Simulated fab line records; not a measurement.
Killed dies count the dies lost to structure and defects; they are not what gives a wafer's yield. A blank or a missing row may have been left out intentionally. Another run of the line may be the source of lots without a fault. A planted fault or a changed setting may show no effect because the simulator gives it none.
fab line records -- flow n5-finfet
[record] lots = 10, wafers = 30, last-day = 18
route steps=1938 shown PMOS_HMC_CHANNEL_EPI@87 FIN_SAQP@94 BEOL_M4@1111 PASSIVATION@1936
lots untouched by any fault: they come from a run of this same line in which no faults occurred
start-h: hours from the record's opening day to when the first of the lot's shown wafers began -- wait-h: hours from the lot's prior step to this one -- " repeats the value in the row above -- L1.1+2: a row that stands for several wafers -- - either no value or no given start -- * or withheld: withheld -- < > ~ a bound
route shown NAME@n: a module of which the file shows steps, and the number in the route of the first -- usual: mean/standard deviation of fault-free wafers -- same: alike in all rows -- chamber/n: place in a boat -- sites: each site's reading -- _std_site: their standard deviation -- _edge_site: mean of outer sites minus mean of inner sites -- radius-mm: for every site, how far away it sits from the centre of the wafer -- mask NAME#n: copy n -- behind: the last tool/chamber to shape the wafer -- hold: the reason the lot was held/the length of the hold in hours/how it ended -- device: names the non-switching transistor (n, p or np) -- end of line: the same wafers' tests at the end of the route -- for a step that has no rows: nothing shown but its recipe -- killed: dies that structure and defects cost at the first sort, which is not the same as the wafer's yield -- map: the dies of a wafer, with x for killed, . for not killed, _ for no die there
set.NAME: setting as actually run; set.NAME@STEP: the setting as run at that earlier step -- model.NAME: the simulator's own value behind a step, which no gauge read
a sample of lots followed through the steps of the route, with each step as a table and each wafer as a row
services: from which hour (start-h, from the record's first day; less than 0 if before it) a tool's chamber was out of use, for how many hours, and why
[[steps]]
[step N5_PMOS_HMC_CHANNEL_EPI_EPI_26]
[recipe] material = Si, target-thk-a = 38, temp-c = 650, precursor = SiH4/H2, pressure-torr = 20, time-s = 22.7
[usual] throttle-valve-pct = 11.2/0.31
lot.wafer,tool,chamber,start-h,wait-h,throttle-valve-pct
L944.3,epi-rpcvd-02,0,20.32,0.1,10.7
L944.4,epi-rpcvd-02,0,20.32,0.1,11.0
L944.6,epi-rpcvd-02,0,20.32,0.1,10.7
L945.2,epi-rpcvd-02,0,27.27,0.1,10.8
L945.4,epi-rpcvd-02,0,27.27,0.1,10.6
L945.5,epi-rpcvd-02,0,27.27,0.1,10.8
L948.1,epi-rpcvd-02,0,44.96,0.0,11.2
L948.4,epi-rpcvd-02,0,44.96,0.0,10.7
L948.6,epi-rpcvd-02,0,44.96,0.0,10.7
L950.1,epi-rpcvd-01,0,56.62,0.0,10.9
L950.3,epi-rpcvd-01,0,56.62,0.0,11.3
L950.4,epi-rpcvd-01,0,56.62,0.0,11.1
L951.2,epi-rpcvd-04,0,62.29,0.1,11.6
L951.3,epi-rpcvd-04,0,62.29,0.1,11.5
L951.4,epi-rpcvd-04,0,62.29,0.1,11.8
L953.2,epi-rpcvd-04,0,73.58,0.1,11.5
L953.5,epi-rpcvd-04,0,73.58,0.1,11.5
L953.6,epi-rpcvd-04,0,73.58,0.1,11.5
L958.1,epi-rpcvd-02,0,104.63,0.0,10.8
L958.2,epi-rpcvd-02,0,104.63,0.0,10.7
L958.4,epi-rpcvd-02,0,104.63,0.0,10.7
L959.1,epi-rpcvd-01,0,110.31,0.0,11.0
L959.4,epi-rpcvd-01,0,110.31,0.0,11.4
L959.6,epi-rpcvd-01,0,110.31,0.0,11.5
L962.4,epi-rpcvd-01,0,129.00,0.2,11.4
L962.5,epi-rpcvd-01,0,129.00,0.2,11.6
L962.6,epi-rpcvd-01,0,129.00,0.2,11.3
L967.1,epi-rpcvd-04,0,158.01,0.0,11.3
L967.2,epi-rpcvd-04,0,158.01,0.0,11.3
L967.5,epi-rpcvd-04,0,158.01,0.0,11.4
[step N5_PMOS_HMC_CHANNEL_EPI_INSPECT_30]
[recipe] inspect-instrument = darkfield, mode = post-epi
[usual] raw-defect-count = 20/6.8
lot.wafer,tool,chamber,start-h,wait-h,raw-defect-count
L944.3,defect-inspect-01,-,20.59,0.0,27
L944.4,defect-inspect-01,-,20.59,0.0,12
L944.6,defect-inspect-01,-,20.59,0.0,20
L945.2,defect-inspect-01,-,27.59,0.0,18
L945.4,defect-inspect-01,-,27.59,0.0,17
L945.5,defect-inspect-01,-,27.59,0.0,4
L948.1,defect-inspect-01,-,45.35,0.0,18
L948.4,defect-inspect-01,-,45.35,0.0,20
L948.6,defect-inspect-01,-,45.35,0.0,20
L950.1,defect-inspect-01,-,57.09,0.0,32
L950.3,defect-inspect-01,-,57.09,0.0,16
L950.4,defect-inspect-01,-,57.09,0.0,15
L951.2,defect-inspect-02,-,62.98,0.3,28
L951.3,defect-inspect-02,-,62.98,0.3,13
L951.4,defect-inspect-02,-,62.98,0.3,19
L953.2,defect-inspect-02,-,73.98,0.0,23
L953.5,defect-inspect-02,-,73.98,0.0,21
L953.6,defect-inspect-02,-,73.98,0.0,19
L958.1,defect-inspect-02,-,105.01,0.0,16
L958.2,defect-inspect-02,-,105.01,0.0,26
L958.4,defect-inspect-02,-,105.01,0.0,19
L959.1,defect-inspect-02,-,110.78,0.0,29
L959.4,defect-inspect-02,-,110.78,0.0,33
L959.6,defect-inspect-02,-,110.78,0.0,21
L962.4,defect-inspect-02,-,129.27,0.0,23
L962.5,defect-inspect-02,-,129.27,0.0,16
L962.6,defect-inspect-02,-,129.27,0.0,19
L967.1,defect-inspect-02,-,158.40,0.0,21
L967.2,defect-inspect-02,-,158.40,0.0,22
L967.5,defect-inspect-02,-,158.40,0.0,6
[step N5_FIN_SAQP_ALD_61]
[recipe] material = SiO2, target-thk-a = 40, temp-c = 300, ald-precursor-family = BDEAS, ald-co-reactant = O2-plasma, pulse-time-s = 1, purge-time-s = 2, co-reactant-purge-time-s = 2, ald-cycles = 43, pressure-torr = 2
[usual] ald-cycles = 43/0, heater-power-w = 519/35, precursor-pulse-height-rel = 0.998/0.02
lot.wafer,tool,chamber,start-h,wait-h,ald-cycles,heater-power-w,precursor-pulse-height-rel
L944.3,ald-sin-04,3,20.77,0.1,43,545,0.960
L944.4,ald-sin-04,1,20.77,0.1,43,535,0.959
L944.6,ald-sin-04,0,20.77,0.1,43,556,1.020
L945.2,ald-sin-03,3,27.71,0.0,43,497,0.991
L945.4,ald-sin-03,0,27.71,0.0,43,454,0.996
L945.5,ald-sin-03,1,27.71,0.0,43,457,1.010
L948.1,ald-sin-04,1,45.47,0.0,43,538,0.998
L948.4,ald-sin-04,3,45.47,0.0,43,543,1.005
L948.6,ald-sin-04,0,45.47,0.0,43,557,0.981
L950.1,ald-sin-04,3,57.52,0.3,43,538,0.986
L950.3,ald-sin-04,0,57.52,0.3,43,560,1.010
L950.4,ald-sin-04,2,57.52,0.3,43,521,1.019
L951.2,ald-sin-02,3,63.10,0.0,43,560,0.954
L951.3,ald-sin-02,1,63.10,0.0,43,535,0.981
L951.4,ald-sin-02,2,63.10,0.0,43,449,1.025
L953.2,ald-sin-04,0,74.10,0.0,43,553,1.013
L953.5,ald-sin-04,3,74.10,0.0,43,537,0.987
L953.6,ald-sin-04,2,74.10,0.0,43,528,0.982
L958.1,ald-sin-04,1,105.14,0.0,34,535,1.011
L958.2,ald-sin-04,2,105.14,0.0,43,527,1.032
L958.4,ald-sin-04,0,105.14,0.0,43,559,0.994
L959.1,ald-sin-03,0,111.19,0.2,43,464,0.996
L959.4,ald-sin-03,2,111.19,0.2,43,499,0.991
L959.6,ald-sin-03,0,111.19,0.2,43,455,1.026
L962.4,ald-sin-04,1,129.39,0.0,34,531,1.027
L962.5,ald-sin-04,1,129.39,0.0,34,530,0.959
L962.6,ald-sin-04,0,129.39,0.0,43,555,0.986
L967.1,ald-sin-02,3,158.52,0.0,43,509,1.003
L967.2,ald-sin-02,2,158.52,0.0,43,469,1.005
L967.5,ald-sin-02,3,158.52,0.0,43,516,0.996
[step N5_FIN_SAQP_PECVD_48]
[recipe] material = SiNx, target-thk-a = 250, temp-c = 400, precursor = SiH4/NH3/N2, pressure-torr = 1.5, rf-w = 300, time-s = 22.1
[usual] heater-power-w = 797/86, showerhead-plenum-p-Torr = 5.09/0.073, showerhead-vpp-V = 1084/44, throttle-valve-pct = 39.7/1.3
lot.wafer,tool,chamber,start-h,wait-h,heater-power-w,showerhead-plenum-p-Torr,showerhead-vpp-V,throttle-valve-pct
L944.3,pecvd-02,0,21.35,0.0,901,5.08,1039,41.0
L944.4,pecvd-02,2,21.35,0.0,880,5.15,1051,36.7
L944.6,pecvd-02,0,21.35,0.0,902,5.10,1074,40.4
L945.2,pecvd-03,2,28.44,0.0,799,5.14,1132,38.9
L945.4,pecvd-03,1,28.44,0.0,977,5.08,1115,38.9
L945.5,pecvd-03,0,28.44,0.0,697,5.17,1122,40.3
L948.1,pecvd-01,1,46.32,0.0,800,5.03,971,38.8
L948.4,pecvd-01,2,46.32,0.0,666,5.08,1114,39.5
L948.6,pecvd-01,1,46.32,0.0,783,5.05,966,39.1
L950.1,pecvd-01,2,58.12,0.0,733,5.07,1118,39.9
L950.3,pecvd-01,2,58.12,0.0,750,5.06,1107,39.5
L950.4,pecvd-01,0,58.12,0.0,682,4.95,1057,40.6
L951.2,pecvd-01,2,63.71,0.0,792,5.08,1111,39.7
L951.3,pecvd-01,2,63.71,0.0,797,5.08,1106,39.8
L951.4,pecvd-01,0,63.71,0.0,671,4.93,1050,40.4
L953.2,pecvd-03,0,74.71,0.0,678,5.16,1138,40.8
L953.5,pecvd-03,1,74.71,0.0,957,5.10,1116,38.9
L953.6,pecvd-03,0,74.71,0.0,670,5.15,1133,40.7
L958.1,pecvd-01,0,105.79,0.0,669,4.95,1080,40.6
L958.2,pecvd-01,2,105.79,0.0,674,5.07,1121,40.1
L958.4,pecvd-01,0,105.79,0.0,672,4.95,1048,40.4
L959.1,pecvd-02,0,111.77,0.0,841,5.09,1053,40.9
L959.4,pecvd-02,1,111.77,0.0,882,5.16,1112,40.6
L959.6,pecvd-02,2,111.77,0.0,815,5.14,1055,36.8
L962.4,pecvd-02,1,130.12,0.0,921,5.17,1131,40.9
L962.5,pecvd-02,0,130.12,0.0,866,5.09,1073,41.0
L962.6,pecvd-02,2,130.12,0.0,909,5.13,1049,36.7
L967.1,pecvd-02,0,159.11,0.0,884,5.09,1051,41.1
L967.2,pecvd-02,1,159.11,0.0,949,5.17,1122,40.3
L967.5,pecvd-02,1,159.11,0.0,949,5.16,1132,40.7
[step N5_BEOL_M4_RC_MEAS_101]
[usual] DIBL_N = 36.4/1.5, DIBL_P = 35.8/1.7, IOFF_N = 0.154/0.022, IOFF_P = 0.21/0.031, ION_N = 672/8.8, ION_P = 462/7.2, SS_N = 71.5/0.53, SS_P = 73.2/0.62, VT_N = 250.4/2.5, VT_P = -250/3.5
lot.wafer,tool,chamber,start-h,wait-h,DIBL_N[mV/V],DIBL_P[mV/V],IOFF_N[nA/um],IOFF_P[nA/um],ION_N[uA/um],ION_P[uA/um],SS_N[mV/dec],SS_P[mV/dec],VT_N[mV],VT_P[mV]
L944.3,prober-02,0,167.78,0.3,34.1,33.9,0.133,0.19,656,460,71.0,72.6,250.9,-253
L944.4,prober-02,0,167.78,0.3,34.6,33.9,0.134,0.19,662,461,71.0,72.5,250.6,-251
L944.6,prober-02,0,167.78,0.3,33.9,33.5,0.132,0.19,662,458,71.2,71.9,251.0,-251
L945.2,prober-01,0,171.15,0.2,37.2,36.9,0.157,0.24,676,464,71.4,73.3,248.2,-248
L945.4,prober-01,0,171.15,0.2,38.6,38.1,0.177,0.26,668,462,71.9,73.2,253.6,-247
L945.5,prober-01,0,171.15,0.2,37.5,36.5,0.162,0.23,657,459,71.5,73.3,249.9,-248
L948.1,prober-01,0,177.42,0.0,37.4,38.2,0.182,0.22,675,460,72.1,73.6,249.3,-251
L948.4,prober-01,0,177.42,0.0,35.8,36.6,0.152,0.19,682,459,71.3,73.2,250.6,-253
L948.6,prober-01,0,177.42,0.0,36.6,37.7,0.165,0.20,667,455,71.5,73.8,246.8,-253
L950.1,prober-02,0,219.74,0.0,35.8,34.9,0.147,0.19,674,461,71.3,73.1,252.0,-252
L950.3,prober-02,0,219.74,0.0,37.2,35.7,0.163,0.20,664,451,71.9,73.2,250.3,-251
L950.4,prober-02,0,219.74,0.0,34.5,32.1,0.117,0.15,665,455,70.4,72.1,254.7,-255
L951.2,prober-02,0,223.73,0.2,36.9,35.8,0.173,0.23,685,470,71.2,73.4,246.9,-246
L951.3,prober-02,0,223.73,0.2,35.0,32.7,0.126,0.18,672,463,71.3,73.2,252.6,-253
L951.4,prober-02,0,223.73,0.2,33.3,30.2,0.109,0.15,667,459,70.4,71.5,251.0,-253
L953.2,prober-01,0,246.43,0.2,37.1,36.8,0.153,0.19,664,449,71.8,73.2,253.2,-255
L953.5,prober-01,0,246.43,0.2,35.9,35.9,0.133,0.18,659,456,71.8,73.1,252.5,-252
L953.6,prober-01,0,246.43,0.2,34.3,34.1,0.112,0.16,663,458,71.4,72.6,255.3,-252
L958.1,prober-01,0,267.48,0.0,34.0,32.8,0.113,0.14,661,452,70.9,72.7,255.3,-260
L958.2,prober-01,0,267.48,0.0,36.8,36.6,0.164,0.19,675,455,72.1,72.6,250.1,-254
L958.4,prober-01,0,267.48,0.0,38.0,38.7,0.192,0.22,672,452,72.7,73.5,247.2,-254
L959.1,prober-01,0,283.14,0.0,35.9,36.6,0.159,0.20,665,456,72.0,73.6,249.8,-255
L959.4,prober-01,0,283.14,0.0,34.9,36.3,0.158,0.21,678,465,70.8,73.4,247.3,-250
L959.6,prober-01,0,283.14,0.0,35.6,36.3,0.160,0.20,676,460,71.3,73.5,253.7,-251
L962.4,prober-01,0,287.26,0.5,35.4,35.9,0.148,0.21,682,465,70.6,73.6,249.6,-249
L962.5,prober-01,0,287.26,0.5,38.2,39.0,0.212,0.28,695,480,71.5,73.9,244.6,-244
L962.6,prober-01,0,287.26,0.5,38.8,39.3,0.219,0.29,686,467,71.9,73.8,246.8,-241
L967.1,prober-02,0,322.60,0.0,36.9,35.3,0.148,0.20,680,458,70.7,72.9,251.6,-250
L967.2,prober-02,0,322.60,0.0,37.7,36.1,0.170,0.21,679,459,72.0,73.4,249.5,-251
L967.5,prober-02,0,322.60,0.0,37.4,35.3,0.148,0.19,672,461,71.9,72.2,249.1,-251
[step N5_PASSIVATION_PROBE_49]
[usual] defect-limited-yield = 91.5/1.4, killed_at_M0_to_M3 = 32/9.8, killed_at_M4_up = 13/5.3, killed-at-contacts = 13/6.4, killed-at-front-end = 39/10, killed-at-other = 3.1/2.5, killed-dies = 100/17, killed-open = 65/13, killed-short = 33/7.7, sort_bin_5_function = 5.0/0.93, sort_bin_6_memory = 3.2/0.69, sort-n-pass = 1080/17, sort-yield-pct = 91.5/1.4
[same] gross-dies = 1180, killed-at-back-side = 0, sort_bin_4_leakage[%] = 0, sort_bin_8_speed[%] = 0
lot.wafer,tool,chamber,start-h,wait-h,defect-limited-yield[%],killed_at_M0_to_M3,killed_at_M4_up,killed-at-contacts,killed-at-front-end,killed-at-other,killed-dies,killed-open,killed-short,sort_bin_5_function[%],sort_bin_6_memory[%],sort-n-pass,sort-yield-pct[%]
L953.2,prober-01,-,356.47,0.1,92.8,19,15,10,36,5,85,60,23,4.3,2.6,1095,92.8
L953.5,prober-01,-,356.62,0.2,90.9,34,25,5,41,2,107,58,48,5.4,3.2,1073,90.9
L953.6,prober-01,-,356.67,0.3,91.8,36,18,10,32,1,97,55,41,4.3,3.7,1083,91.8
L958.1,prober-01,-,371.78,0.0,94.0,21,6,8,36,0,71,45,26,3.5,2.2,1109,94.0
L958.2,prober-01,-,371.83,0.1,92.9,15,17,9,39,4,84,54,29,4.5,2.5,1096,92.9
L959.1,prober-02,-,381.53,0.0,89.7,29,8,15,68,2,122,76,43,6.1,3.6,1058,89.7
L959.4,prober-02,-,381.68,0.2,89.7,35,11,17,55,3,121,78,41,5.7,4.2,1059,89.7
L959.6,prober-02,-,381.78,0.3,91.4,30,10,17,44,1,102,59,40,5.4,3.1,1078,91.4
// killed by level:class
L953.2 STI_FIN_REVEAL:geometric-particle:open=12 MOL_CONTACT_COAG:geometric-particle:open=7 BEOL_M3:geometric-particle:open=6 BEOL_M4:geometric-particle:open=6 FIN_SAQP:geometric-particle:open=5 BEOL_M0_SAQP:geometric-particle:open=5 FIN_SAQP:geometric-particle:short=4 BEOL_M2:geometric-particle:open=4
L953.5 BEOL_M3:geometric-particle:open=11 BEOL_M0_SAQP:geometric-particle:short=8 BEOL_M0_SAQP:geometric-particle:open=8 STI_FIN_REVEAL:geometric-particle:open=7 BEOL_M4:geometric-particle:short=7 BEOL_M4:geometric-particle:open=7 FIN_SAQP:geometric-particle:open=6 ILD0:geometric-particle:short=6
L953.6 BEOL_M4:geometric-particle:open=11 BEOL_M0_SAQP:geometric-particle:short=10 BEOL_M2:geometric-particle:open=10 MOL_CONTACT_COAG:geometric-particle:open=8 FIN_CUT:geometric-particle:short=6 GATE_CUT:geometric-particle:short=6 BEOL_M0_SAQP:geometric-particle:open=6 STI_FIN_REVEAL:geometric-particle:open=5
L958.1 FIN_SAQP:geometric-particle:short=8 BEOL_M0_SAQP:geometric-particle:open=7 FIN_SAQP:geometric-particle:open=6 GATE_CUT:geometric-particle:short=5 MOL_CONTACT_COAG:geometric-particle:open=5 BEOL_M0:geometric-particle:open=4 BEOL_M2:geometric-particle:open=4 STI_FIN_REVEAL:geometric-particle:open=3
L958.2 FIN_SAQP:geometric-particle:open=7 MOL_CONTACT_COAG:geometric-particle:open=7 BEOL_M0_SAQP:geometric-particle:open=7 BEOL_M4:geometric-particle:open=7 FIN_SAQP:geometric-particle:short=6 STI_FIN_REVEAL:geometric-particle:open=5 STARTING-WAFER:geometric-particle:short=5 DUMMY_GATE:geometric-particle:open=4
L959.1 FIN_SAQP:geometric-particle:open=26 MOL_CONTACT_COAG:geometric-particle:open=13 FIN_SAQP:geometric-particle:short=12 BEOL_M0_SAQP:geometric-particle:short=12 BEOL_M0_SAQP:geometric-particle:open=10 GATE_CUT:geometric-particle:short=6 STI_FIN_REVEAL:geometric-particle:open=5 GATE_CUT:geometric-particle:open=5
L959.4 MOL_CONTACT_COAG:geometric-particle:open=16 STI_FIN_REVEAL:geometric-particle:open=14 FIN_SAQP:geometric-particle:short=13 BEOL_M0_SAQP:geometric-particle:open=13 BEOL_M0_SAQP:geometric-particle:short=13 FIN_SAQP:geometric-particle:open=7 BEOL_M5:geometric-particle:open=5 GATE_CUT:geometric-particle:open=4
L959.6 FIN_SAQP:geometric-particle:open=15 MOL_CONTACT_COAG:geometric-particle:open=13 FIN_SAQP:geometric-particle:short=10 BEOL_M1:geometric-particle:open=8 BEOL_M2:geometric-particle:open=5 BEOL_M3:geometric-particle:open=5 MOL_CONTACT_COAG:geometric-particle:short=4 STARTING-WAFER:geometric-particle:short=4
[[services]]
tool,chamber,start-h,hours,kind
ald-sin-02,1,-3.17,5.5,repair
pecvd-02,-,-1.65,1.4,repair
ald-sin-03,3,0.20,4.0,repair
pecvd-03,-,3.28,2.4,repair
ald-sin-03,0,7.88,-,clean
ald-sin-03,1,7.88,-,clean
ald-sin-03,2,7.88,-,clean
ald-sin-03,3,7.88,-,clean
pecvd-01,0,39.68,5.3,repair
pecvd-01,1,51.17,49.5,repair
pecvd-02,-,66.69,2.2,repair
pecvd-03,-,66.72,0.7,repair
pecvd-01,0,77.38,2.1,scheduled-down
epi-rpcvd-02,-,80.53,0.5,repair
ald-sin-02,-,85.58,14.0,pm
ald-sin-02,0,85.58,14.0,vent-cycle
ald-sin-02,1,85.58,14.0,vent-cycle
ald-sin-02,2,85.58,14.0,vent-cycle
ald-sin-02,3,85.58,14.0,vent-cycle
ald-sin-02,0,99.58,-,clean
ald-sin-02,1,99.58,-,clean
pecvd-01,0,107.46,2.9,repair
pecvd-01,-,110.41,1.3,repair
pecvd-03,1,110.79,12.3,repair
[[key]]
[first-sign] step = N5_FIN_SAQP_ALD_61, reading = ald-cycles, direction = down, sigmas = 99+, usual = *, struck = *
effect none on later readings
met-at N5_FIN_SAQP_ALD_61
struck-lots L958,L962
struck-wafers L958.1,L962.4,L962.5
not-acting-at N5_PMOS_HMC_CHANNEL_EPI_EPI_26,N5_PMOS_HMC_CHANNEL_EPI_INSPECT_30,N5_FIN_SAQP_PECVD_48
onset-between 45.47 105.14
[fault] kind = process-parameter-drift, tool = ald-sin-04, chamber = 1, onset-h = 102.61, steps = N5_FIN_SAQP_ALD_61, channel = ald-cycles, offset = *, shape = step, end-h = 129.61, acts-in = *, stated = *
